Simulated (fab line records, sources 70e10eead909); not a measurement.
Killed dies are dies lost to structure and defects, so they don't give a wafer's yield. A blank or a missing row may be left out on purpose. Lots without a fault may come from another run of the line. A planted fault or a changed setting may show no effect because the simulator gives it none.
Chamber matching | flow nand_harc | NHARC_A_SGD_CUT_ETCH_58 on rie_diel-06: 4 sister chambers
The step etches the open film in CF4, target depth 39 nm, time 65 s. 4 wafers are shown with their chamber, then 8 later ones without.

WAFERS WITH THEIR CHAMBER
wafer  | chamber | oes_product_au (a.u.)
L082.3 | 0       | 0.999
L087.5 | 2       | 1.022
L087.6 | 3       | 0.988
L089.2 | 1       | 0.982

WAFERS WITHOUT THEIR CHAMBER
wafer  | oes_product_au (a.u.)
L089.3 | 0.990
L089.6 | 0.991
L094.1 | 1.006
L094.2 | 1.010
L094.3 | 1.031
L097.2 | 0.990
L097.3 | 0.991
L097.6 | 0.991

WHICH CHAMBER EACH WENT THROUGH
wafer  | from the rows above          | in truth
L089.3 | can't be placed: 3 or 1 or 0 | 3
L089.6 | can't be placed: 3 or 0 or 1 | 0
L094.1 | can't be placed: 0 or 2 or 3 | 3
L094.2 | can't be placed: 0 or 2 or 3 | 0
L094.3 | 2                            | 2
L097.2 | can't be placed: 3 or 1 or 0 | 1
L097.3 | can't be placed: 3 or 0 or 1 | 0
L097.6 | can't be placed: 3 or 0 or 1 | 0
Placed correctly: 1 of 8. Can't be placed from these rows: 7 (the true chamber is among the candidates in 7). Placed wrongly: 0.
How it was worked out, from the rows above alone: a wafer's distance from a chamber is the root of the sum, over the readings, of the square of ((its reading less the chamber's mean) divided by the reading's scatter). The wafer belongs to the nearest chamber; if the next one is less than 2 further off, it can't be placed. A chamber's mean is the mean of its shown wafers. The scatter: with one shown wafer a chamber, the root of the mean of the squares of how far each hidden wafer lies from its nearest shown one.
